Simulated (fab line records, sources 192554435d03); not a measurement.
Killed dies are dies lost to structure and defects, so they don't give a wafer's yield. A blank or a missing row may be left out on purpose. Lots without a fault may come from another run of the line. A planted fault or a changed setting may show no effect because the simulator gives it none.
Chamber matching | flow n5_finfet | N5_BEOL_M10_ILD_DEP_00 on pecvd-02: 3 sister chambers
The step deposits SiCOH lowk from DEMS/porogen, target thk 308.51 nm, time 58 s. 3 wafers are shown with their chamber, then 8 later ones without.

WAFERS WITH THEIR CHAMBER
wafer  | chamber | heater_power_w (W)
L350.3 | 2       | 220
L350.6 | 0       | 238
L353.1 | 1       | 397

WAFERS WITHOUT THEIR CHAMBER
wafer  | heater_power_w (W)
L353.2 | 222
L353.6 | 407
L354.1 | 236
L354.3 | 250
L354.6 | 254
L355.1 | 396
L355.3 | 243
L355.4 | 307

WHICH CHAMBER EACH WENT THROUGH
wafer  | from the rows above          | in truth
L353.2 | can't be placed: 2 or 0      | 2
L353.6 | 1                            | 1
L354.1 | can't be placed: 0 or 2      | 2
L354.3 | can't be placed: 0 or 2      | 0
L354.6 | can't be placed: 0 or 2      | 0
L355.1 | 1                            | 1
L355.3 | can't be placed: 0 or 2      | 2
L355.4 | can't be placed: 0 or 2 or 1 | 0
Placed correctly: 2 of 8. Can't be placed from these rows: 6 (the true chamber is among the candidates in 6). Placed wrongly: 0.
How it was worked out, from the rows above alone: a wafer's distance from a chamber is the root of the sum, over the readings, of the square of ((its reading less the chamber's mean) divided by the reading's scatter). The wafer belongs to the nearest chamber; if the next one is less than 2 further off, it can't be placed. A chamber's mean is the mean of its shown wafers. The scatter: with one shown wafer a chamber, the root of the mean of the squares of how far each hidden wafer lies from its nearest shown one.
